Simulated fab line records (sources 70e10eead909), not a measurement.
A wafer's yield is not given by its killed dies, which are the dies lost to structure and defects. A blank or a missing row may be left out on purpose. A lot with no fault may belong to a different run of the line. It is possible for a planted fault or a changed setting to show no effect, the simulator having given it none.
fab line records    flow nand_harc    part 2 of 2: steps 29 to 36 of 36
record: lots: 5  wafers: 15  last_day: 24
route steps=1159 shown P_CONTACT@238 P_M0@253
lots that met no fault: taken from a fault-free run of the same line
start_h: hours from the record's opening day to when the first of the lot's shown wafers began    wait_h: hours since the lot's step before    " same as the row above    L1.1+2: a row that stands for several wafers    - either no value or no given start    * or withheld: withheld    < > ~ a bound
route shown NAME@n: a module of which the file shows steps, and the number in the route of the first    usual: mean/standard deviation of fault-free wafers    same: alike in all rows    chamber/n: place in a boat    sites: readings site by site    _std_site: how widely they spread, as a standard deviation    _edge_site: outer sites' mean less inner sites'    radius_mm: for every site, how far away it sits from the centre of the wafer    mask NAME#n: copy n    behind: tool/chamber where the wafer was last shaped    hold: reason for holding the lot/hours on hold/outcome of the hold    device: which transistor (n, p or np) failed to switch    end of line: the tests these same wafers got at the end of their route    where a step has no rows: the recipe by itself    killed: count of dies lost to structure and defects at first sort (not the wafer's yield)    map: shows each die of a wafer: x if killed, . if not, _ if none is there
set.NAME: the run value of the setting; set.NAME@STEP: its run value at that earlier step    model.NAME: the simulator's own value behind a step, which no gauge read
certain route steps with their lots: each step a table, each wafer a row
services: a tool's chamber out of use, with start hour (start_h, from the record's first day; less than 0 if before it), hours out, and reason
== steps ==
step: NHARC_P_M0_ETCH_34
recipe: target_depth_a: 400  overetch_a: 120  time_s: 43.94  ion_energy_ev: 200  n2_flow_sccm: 150  h2_flow_sccm: 150  ar_flow_sccm: 0  rf_w: 400  bias_w: 150  chemistry: N2/H2
usual: drypump_motor_current_A: 5.64/0.28  n2_flow_sccm: 150.0/0.48  oes_product_au: 1.000/0.016  rf_vpp_V: 430.9/3  showerhead_plenum_p_Torr: 2.06/0.1  throttle_valve_pct: 14.170/0.0086
lot.wafer  tool         chamber  start_h  wait_h  drypump_motor_current_A  n2_flow_sccm  oes_product_au  rf_hours_counter_h  rf_vpp_V  showerhead_plenum_p_Torr  throttle_valve_pct
L076.2     rie_diel-01  3        136.86   0.1     5.86                     149.5         1.005           12                  431.0     2.04                      14.174
L076.4     "            1        "        "       5.42                     150.1         0.991           9                   431.7     2.09                      14.164
L076.5     "            2        "        "       6.05                     149.7         0.969           -                   433.2     2.17                      14.171
L082.2     rie_diel-01  2        168.70   0.1     6.07                     150.2         0.974           1                   433.2     2.17                      14.176
L082.5     "            3        "        "       5.85                     149.5         0.990           -                   429.8     2.03                      14.184
L082.6     "            0        "        "       6.08                     149.7         1.003           -                   434.1     2.14                      14.172
L087.1     rie_diel-12  2        195.60   0.1     5.53                     150.1         0.983           11                  429.2     1.98                      14.170
L087.5     "            2        "        "       5.54                     150.0         0.984           -                   429.2     1.98                      14.177
L087.6     "            3        "        "       5.15                     149.7         0.987           -                   425.7     1.90                      14.169
L091.4     rie_diel-12  3        218.12   0.1     5.12                     149.7         1.004           0                   426.5     1.89                      14.165
L091.2     "            0        "        "       5.90                     150.0         1.019           0                   431.7     2.06                      14.171
L091.6     "            3        "        "       5.13                     150.2         0.998           -                   426.8     1.89                      14.176
L096.2     rie_diel-09  3        244.47   0.1     5.34                     149.6         1.003           10                  434.1     2.20                      14.177
L096.4     "            0        "        "       5.82                     149.8         1.024           11                  435.5     2.20                      14.177
L096.3     "            2        "        "       5.75                     149.6         0.989           11                  427.3     1.98                      14.169
step: NHARC_P_M0_ETCH_15
recipe: target_depth_a: 1500  overetch_a: 150  time_s: 82.5  c4f8_flow_sccm: withheld  ar_flow_sccm: 400  rf_w: 600  bias_w: 300  chemistry: C4F8/Ar
usual: oes_product_au: 0.957/0.022  rf_vpp_V: 441.1/2.9
lot.wafer  tool         chamber  start_h  wait_h  oes_product_au  rf_hours_counter_h  rf_vpp_V
L076.2     rie_diel-01  1        -        -       0.967           9                   442.7
L076.4     "            2        "        "       0.931           10                  446.3
L076.5     "            1        "        "       0.958           -                   440.7
L082.2     rie_diel-01  3        -        -       0.949           2                   441.1
L082.5     "            0        "        "       0.996           -                   442.4
L082.6     "            1        "        "       0.968           -                   440.8
L087.1     rie_diel-12  1        -        -       0.973           10                  441.9
L087.5     "            0        "        "       0.983           -                   440.7
L087.6     "            1        "        "       0.970           -                   440.5
L091.4     rie_diel-12  2        -        -       0.963           0                   439.1
L091.2     "            1        "        "       0.972           0                   440.9
L091.6     "            3        "        "       0.964           -                   435.6
L096.4     rie_diel-09  1        -        -       0.932           12                  437.7
L096.2     "            3        "        "       0.929           11                  447.3
L096.3     "            0        "        "       0.939           11                  445.5
step: NHARC_P_M0_CD_MEAS_16
usual: cd_nm: 90.1/0.79
lot.wafer  tool       chamber  start_h  wait_h  cd_nm
L076.2     cd_sem-02  -        137.07   -       90.9
L076.4     "          -        "        "       90.8
L076.5     "          -        "        "       90.0
L082.2     cd_sem-02  -        168.90   -       90.8
L082.5     "          -        "        "       91.1
L082.6     "          -        "        "       91.8
L087.1     cd_sem-02  -        195.82   -       90.5
L087.5     "          -        "        "       90.4
L087.6     "          -        "        "       89.7
L091.2     cd_sem-01  -        218.34   -       89.3
L091.4     "          -        "        "       89.2
L091.6     "          -        "        "       90.3
L096.2     cd_sem-02  -        244.68   -       91.5
L096.3     "          -        "        "       90.3
L096.4     "          -        "        "       90.5
step: NHARC_P_M0_STRIP_18
recipe: power_w: 1000  n2_flow_sccm: 150  h2_flow_sccm: 150  ar_flow_sccm: 0  bias_w: 0  chemistry: N2/H2
usual: drypump_motor_current_A: 5.70/0.27  n2_flow_sccm: 150.1/0.42  oes_product_au: 0.996/0.017  rf_vpp_V: 90.8/0.92  showerhead_plenum_p_Torr: 2.07/0.093  throttle_valve_pct: 14.172/0.0085
lot.wafer  tool         chamber  start_h  wait_h  drypump_motor_current_A  n2_flow_sccm  oes_product_au  rf_hours_counter_h  rf_vpp_V  showerhead_plenum_p_Torr  throttle_valve_pct
L076.4     rie_diel-12  2        137.17   0.1     5.54                     149.3         0.975           7                   90.7      1.99                      14.171
L076.2     "            0        "        "       5.94                     150.2         1.000           7                   90.6      2.06                      14.162
L076.5     "            1        "        "       5.63                     150.8         0.976           -                   90.1      2.05                      14.174
L082.2     rie_diel-01  2        168.97   0.1     6.03                     149.8         0.973           1                   91.0      2.17                      14.171
L082.5     "            2        "        "       6.06                     150.1         0.972           -                   91.7      2.17                      14.184
L082.6     "            3        "        "       5.88                     149.5         0.988           -                   91.0      2.03                      14.174
L087.1     rie_diel-01  0        195.98   0.2     6.10                     149.5         1.005           4                   92.0      2.14                      14.173
L087.5     "            1        "        "       5.44                     150.1         1.005           -                   90.6      2.09                      14.172
L087.6     "            2        "        "       6.00                     149.9         0.980           -                   90.7      2.17                      14.168
L091.2     rie_diel-09  2        218.43   0.1     5.75                     150.4         0.982           9                   88.9      1.98                      14.170
L091.4     "            0        "        "       5.84                     150.2         1.026           10                  91.0      2.20                      14.164
L091.6     "            1        "        "       5.62                     150.3         1.009           -                   90.6      1.96                      14.176
L096.3     rie_diel-09  0        244.78   0.1     5.83                     150.3         1.025           11                  91.0      2.20                      14.179
L096.4     "            1        "        "       5.60                     150.4         1.010           12                  90.9      1.95                      14.178
L096.2     "            2        "        "       5.72                     150.7         0.995           11                  90.0      1.98                      14.181
step: NHARC_P_M0_STRIP_19
recipe: time_s: 600  temp_c: 30  chemistry: post_etch_residue_remover
lot.wafer   tool          chamber  start_h  wait_h
L076.5+4+2  wet_bench-03  5,7,0    137.42   -
L082.2+6+5  wet_bench-05  4,7,0    169.26   -
L087.1+5+6  wet_bench-06  5,6,0    196.17   -
L091.6+2+4  wet_bench-05  2,3,5    218.70   -
L096.4+3+2  wet_bench-03  0,2,3    245.03   -
step: NHARC_P_M0_DEGAS_28
recipe: temp_c: 250  time_s: 60
usual: heater_power_w: 345/44
lot.wafer  tool            chamber  start_h  wait_h  heater_power_w
L076.4     pvd_sputter-02  -        137.69   -       278
L076.2     "               -        "        "       395
L076.5     "               -        "        "       277
L082.2     pvd_sputter-03  -        169.56   -       345
L082.6     "               -        "        "       292
L082.5     "               -        "        "       401
L087.1     pvd_sputter-01  -        196.46   -       360
L087.5     "               -        "        "       334
L087.6     "               -        "        "       353
L091.2     pvd_sputter-03  -        218.95   -       345
L091.4     "               -        "        "       301
L091.6     "               -        "        "       284
L096.4     pvd_sputter-01  -        245.30   -       347
L096.3     "               -        "        "       301
L096.2     "               -        "        "       396
step: NHARC_P_M0_PRE_CLEAN_29
recipe: time_s: 30  temp_c: 280  gas: H2/He
usual: heater_power_w: 423/55
lot.wafer  tool            chamber  start_h  wait_h  heater_power_w
L076.4     pvd_sputter-02  -        -        -       482
L076.2     "               -        "        "       485
L076.5     "               -        "        "       482
L082.2     pvd_sputter-03  -        -        -       428
L082.5     "               -        "        "       340
L082.6     "               -        "        "       491
L087.1     pvd_sputter-01  -        -        -       427
L087.5     "               -        "        "       422
L087.6     "               -        "        "       438
L091.4     pvd_sputter-03  -        -        -       436
L091.2     "               -        "        "       338
L091.6     "               -        "        "       348
L096.4     pvd_sputter-01  -        -        -       443
L096.3     "               -        "        "       363
L096.2     "               -        "        "       486
step: NHARC_P_M0_PVD_20
recipe: target_thk_a: 50  bias_v: 168.6  power_w: 15000  chamber_pressure_pa: 0.12  time_s: 8.06  substrate_temp_c: 50  material: TaN
usual: cathode_dc_power_W: 15000/2.8  substrate_temp_c: 49.98/0.11  throttle_valve_pct: 30.4/1
lot.wafer  tool            chamber  start_h  wait_h  cathode_dc_power_W  substrate_temp_c  throttle_valve_pct
L076.2     pvd_sputter-02  -        -        -       14995               50.13             31.5
L076.4     "               -        "        "       15002               49.81             31.1
L076.5     "               -        "        "       15002               49.96             31.4
L082.2     pvd_sputter-03  -        -        -       14998               49.88             30.1
L082.6     "               -        "        "       14992               49.96             29.7
L082.5     "               -        "        "       15002               49.74             30.2
L087.1     pvd_sputter-01  -        -        -       14999               50.10             28.9
L087.5     "               -        "        "       15006               49.93             30.7
L087.6     "               -        "        "       15002               50.13             30.9
L091.2     pvd_sputter-03  -        -        -       15001               49.92             30.0
L091.4     "               -        "        "       15002               49.95             29.8
L091.6     "               -        "        "       15002               50.03             30.7
L096.2     pvd_sputter-01  -        -        -       15000               50.08             30.4
L096.4     "               -        "        "       14999               49.98             28.8
L096.3     "               -        "        "       14996               50.05             30.8
== services ==
tool            chamber  start_h  hours  kind
ald_metal-01    -        110.92   2.2    repair
rie_diel-10     2        112.56   2.2    repair
pvd_sputter-01  -        118.21   63.5   repair
rie_diel-01     -        137.82   9.0    pm
litho_track-04  -        141.00   7.0    pm
rie_diel-12     -        144.09   0.6    repair
rie_diel-01     2        148.38   8.2    repair
rie_diel-02     -        150.78   9.0    pm
cvd_w-02        0        155.18   17.6   repair
rie_diel-09     2        164.67   4.8    repair
rie_diel-10     -        176.50   9.0    pm
pvd_sputter-01  -        181.74   10.0   pm
rie_diel-01     -        184.53   0.7    repair
rie_diel-09     -        186.22   0.4    repair
pecvd-04        -        195.36   13.0   pm
cvd_w-02        -        196.66   13.0   pm
pvd_sputter-01  -        199.24   6.4    repair
rie_diel-12     -        202.41   9.0    pm
rie_diel-10     1        204.97   3.9    repair
pvd_sputter-02  -        217.21   10.0   pm
rie_diel-10     0        217.32   19.7   repair
rie_diel-02     1        219.32   3.7    repair
rie_diel-02     1        223.10   4.4    repair
rie_diel-10     1        226.61   1.7    repair
